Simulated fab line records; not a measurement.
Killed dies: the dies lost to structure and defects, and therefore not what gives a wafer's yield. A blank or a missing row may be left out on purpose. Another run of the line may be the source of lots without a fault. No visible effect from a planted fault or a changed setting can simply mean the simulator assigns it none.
Which tool was responsible?	flow n5 finfet	27 wafers from 9 lots sampled at 5 of the route's 1938 steps

== WHAT EACH GAUGE READ, for each wafer ==
N5_BEOL_M4_RC_MEAS_101.
lot	measured	on	DIBL_N (mV/V)	DIBL_P (mV/V)	IOFF_N (nA/um)	IOFF_P (nA/um)	IOFF_P_85C (nA/um)	IOFF_P_LIN (nA/um)	IOFF_P_LONG (nA/um)	ION_N (uA/um)	ION_P (uA/um)	SS_N (mV/dec)	SS_P (mV/dec)	VT_N (mV)	VT_N_LVT (mV)	VT_P (mV)	VT_P_LONG (mV)
L423	day 8 22:50	prober-01	38.0 36.5 37.5	39.7 37.5 39.1	0.19 0.16 0.18	0.24 0.20 0.23	4.1 3.5 3.8	0.108 0.094 0.102	0.000101 9.4e-05 9.4e-05	682 676 678	462 460 458	72.3 71.0 71.5	73.6 73.5 74.0	247 250 248	94 98 96	-250 -252 -251	-277 -276 -277
L430	day 10 08:27	prober-02	36.2 33.3 37.4	37.6 33.1 38.6	0.16 0.12 0.18	47.80 36.76 54.17	343.3 268.7 381.4	22.210 18.254 24.495	0.02147 0.021897 0.021714	675 663 677	670 654 665	71.6 71.1 72.3	73.5 72.6 73.3	249 254 248	249 254 248	-95 -99 -95	-121 -122 -121
L431	day 10 17:46	prober-02	41.1 38.2 37.5	41.1 38.3 37.9	0.24 0.18 0.17	57.14 43.23 43.92	397.5 315.3 321.2	23.584 19.172 20.071	0.017631 0.017477 0.017394	692 672 670	667 652 645	72.5 72.0 71.7	73.7 73.1 73.3	244 248 247	248 251 248	-98 -102 -99	-129 -129 -129
L432	day 10 21:43	prober-01	35.9 35.4 37.8	35.8 35.4 37.7	0.17 0.15 0.20	50.92 49.33 57.57	367.8 363.0 411.6	24.364 23.832 26.773	0.024436 0.024353 0.024581	683 667 672	676 663 669	71.0 72.1 71.9	72.7 72.2 73.1	246 250 245	245 248 247	-93 -94 -92	-118 -119 -118
L437	day 12 16:13	prober-01	36.7 35.1 37.1	38.6 35.9 38.7	0.16 0.14 0.19	0.23 0.18 0.23	3.8 3.1 3.8	0.101 0.084 0.103	9.6e-05 9.5e-05 9.4e-05	667 662 691	458 453 466	71.5 72.0 71.7	74.3 74.2 74.5	250 252 245	99 102 94	-251 -257 -253	-278 -277 -278
L439	day 12 08:33	prober-02	34.4 36.2 34.7	35.6 37.1 35.4	0.13 0.15 0.13	0.18 0.22 0.18	3.3 3.8 3.2	0.094 0.109 0.093	0.000111 0.000112 0.000113	669 677 654	461 474 457	69.5 71.6 71.0	72.7 73.1 73.0	251 249 251	102 100 103	-253 -247 -251	-273 -275 -276
L441	day 12 23:07	prober-02	38.5 36.2 35.7	35.5 32.7 33.9	0.19 0.14 0.16	0.22 0.17 0.20	3.8 3.1 3.5	0.103 0.086 0.098	0.000114 0.000115 0.000111	677 662 686	463 453 471	73.4 71.1 71.4	73.6 72.6 72.8	249 253 250	95 98 94	-246 -251 -249	-274 -274 -271
L443	day 13 12:33	prober-01	35.7 36.7 32.1	34.9 36.2 30.0	0.15 0.17 0.10	0.19 0.22 0.14	3.4 3.7 2.5	0.093 0.101 0.072	0.000102 0.000101 0.0001	678 686 662	461 464 456	71.4 71.0 70.7	73.1 73.8 72.4	251 250 256	99 96 103	-249 -249 -255	-276 -276 -278
L444	day 13 14:30	prober-02	38.1 39.6 37.0	36.4 38.4 35.7	0.17 0.20 0.15	0.25 0.29 0.23	4.3 4.8 4.0	0.117 0.128 0.109	0.000126 0.000123 0.00012	687 671 683	471 462 470	71.4 72.5 70.7	73.9 73.2 73.3	247 250 249	99 99 101	-248 -247 -248	-271 -274 -271

== WHAT TOOL EACH LOT RAN ON (gives the tool, then ch and the chambers of the sampled wafers, and finally the start) ==
lot	N5_SDB_ETCH_25	N5_SDB_CUT_ETCH_26	N5_HKMG_FIN_ALD_74	N5_HKMG_FIN_ALD_75
L423	rie diel-04 ch 0,1,2, day 3 17:10	rie si-02 ch 0,1,3, day 3 17:13	ald hk-01 ch 1,2,3, day 3 21:44	ald hk-01 ch 1,2,3, day 3 21:49
L430	rie diel-04 ch 0,2,3, day 5 12:51	rie si-02 ch 1,3, day 5 12:56	ald hk-01 ch 1,2, day 5 17:22	ald hk-01 ch 1,2, day 5 17:26
L431	rie diel-01 ch 1,2,3, day 5 21:12	rie si-02 ch 0,1,3, day 5 21:17	ald hk-03 ch 0,3, day 6 01:32	ald hk-03 ch 0,3, day 6 01:37
L432	rie diel-01 ch 1,2, day 5 21:53	rie si-03 ch 0,1,2, day 5 21:58	ald hk-01 ch 0,2,3, day 6 02:19	ald hk-01 ch 0,2,3, day 6 02:24
L437	rie diel-02 ch 0,3, day 7 06:38	rie si-03 ch 0,3, day 7 06:43	ald hk-03 ch 1,2, day 7 11:04	ald hk-03 ch 1,2, day 7 11:08
L439	rie diel-02 ch 0,1,3, day 7 18:16	rie si-02 ch 0,1,2, day 7 18:20	ald hk-01 ch 0,1,2, day 7 22:45	ald hk-01 ch 0,1,2, day 7 22:50
L441	rie diel-02 ch 0,1,3, day 8 06:29	rie si-02 ch 0,3, day 8 06:35	ald hk-01 ch 1,2,3, day 8 10:52	ald hk-01 ch 1,2,3, day 8 10:56
L443	rie diel-01 ch 0,3, day 8 17:07	rie si-05 ch 0,3, day 8 17:12	ald hk-01 ch 0,3, day 8 21:44	ald hk-01 ch 0,3, day 8 21:49
L444	rie diel-02 ch 0,2,3, day 9 00:06	rie si-02 ch 0,2,3, day 9 00:11	ald hk-01 ch 0,2, day 9 04:28	ald hk-01 ch 0,2, day 9 04:32
- N5_SDB_ETCH_25: etches SiO2 in C4F6/O2, target depth 10 nm, time 3.3 s.
- N5_SDB_CUT_ETCH_26: etches Si in HBr/Cl2/O2, target depth 129.6 nm, bt time 20 s, time 51.8 s.
- N5_HKMG_FIN_ALD_74: deposits La2O3, target thk 0.5 nm, pulse time 6 s, co reactant pulse time 1 s.
- N5_HKMG_FIN_ALD_75: deposits Al2O3, target thk 1 nm, co reactant pulse time 1 s.

== WHAT THE TOOLS THEMSELVES READ (means of the sampled wafers that have a number; where no wafer has one, the mark that the record gives instead) ==
N5_SDB_ETCH_25.
lot	tool	drypump motor current A (A)	oes product au (a.u.)	rf vpp V (V)	showerhead plenum p Torr (Torr)	throttle valve pct (%)
L423	rie diel-04	6.0	0.78	656	2.81	21.11
L430	rie diel-04	5.8	0.78	661	2.79	21.07
L431	rie diel-01	5.5	0.85	672	2.95	21.05
L432	rie diel-01	6.0	0.85	681	2.96	21.14
L437	rie diel-02	5.4	0.72	660	2.88	21.11
L439	rie diel-02	5.5	0.74	663	2.85	21.10
L441	rie diel-02	5.6	0.73	662	2.85	21.11
L443	rie diel-01	4.9	0.81	665	2.94	21.01
L444	rie diel-02	5.6	0.69	654	2.83	21.22

N5_SDB_CUT_ETCH_26.
lot	tool	drypump motor current A (A)	mfc cl2 sccm (sccm)	oes product au (a.u.)	throttle valve pct (%)
L423	rie si-02	5.9	80.09	1.011	37.3
L430	rie si-02	6.0	80.18	1.004	37.6
L431	rie si-02	5.9	79.99	1.004	37.3
L432	rie si-03	5.1	79.90	0.984	37.3
L437	rie si-03	5.5	79.93	0.981	37.1
L439	rie si-02	5.9	80.05	0.992	37.0
L441	rie si-02	5.8	80.06	1.011	37.0
L443	rie si-05	5.9	80.06	0.994	37.5
L444	rie si-02	5.7	79.97	0.997	37.0

N5_HKMG_FIN_ALD_74.
lot	tool	heater power w (W)	precursor pulse height rel	susceptor temp C (C)
L423	ald hk-01	374	1.012	250.13
L430	ald hk-01	-	-	-
L431	ald hk-03	-	-	-
L432	ald hk-01	-	-	-
L437	ald hk-03	370	0.998	249.96
L439	ald hk-01	344	1.025	250.10
L441	ald hk-01	374	0.995	250.01
L443	ald hk-01	370	0.971	250.09
L444	ald hk-01	334	1.006	249.90

N5_HKMG_FIN_ALD_75.
lot	tool	heater power outer w (W)	heater power w (W)	precursor pulse height rel	susceptor temp C (C)
L423	ald hk-01	84	164	0.985	149.91
L430	ald hk-01	82	157	1.001	150.18
L431	ald hk-03	77	144	1.008	150.06
L432	ald hk-01	81	156	1.015	150.07
L437	ald hk-03	90	164	1.004	150.07
L439	ald hk-01	80	148	1.018	150.02
L441	ald hk-01	83	164	0.993	150.05
L443	ald hk-01	83	161	1.000	149.93
L444	ald hk-01	76	143	0.989	150.06

== THE ANSWER, worked out from the rows above alone ==
Rule: what is usual is taken from the lots themselves. Put in order of their means at a reading, lots are off if they are a third of the lots or fewer, leave a main group of 4 or more, and stand apart from it by a gap of 3 or more times the standard deviation of the main group's means; of several such gaps the widest counts. Not used: any main group whose means are identical at the precision the tables above print for the reading. Also off: a lot with no number at a reading for which 4 or more lots have one. The other lots that the step has rows for count as sound. First the gauges in route order, then the tools' own readings, where a lot's mean is used as printed above. The first step at which some lot is off is used, and at that step the reading that is off furthest; a lot without a number counts as furthest.
Off: L430, L431, L432, seen at N5_BEOL_M4_RC_MEAS_101 (IOFF_P_LIN). The main group has a mean of 0.100 nA/um with a standard deviation of 0.009.
A tool fits if, at a process step before that reading, it ran every lot that is off, and no sound lot after the first of them. Not tried: the gauges at N5_BEOL_M4_RC_MEAS_101; whatever is off there is also off at N5_HKMG_FIN_ALD_74, on other tools, and gauge error can't account for it. Not one of the candidates tried fits.

== WHAT HAD BEEN PUT IN BY THE SIMULATOR ==
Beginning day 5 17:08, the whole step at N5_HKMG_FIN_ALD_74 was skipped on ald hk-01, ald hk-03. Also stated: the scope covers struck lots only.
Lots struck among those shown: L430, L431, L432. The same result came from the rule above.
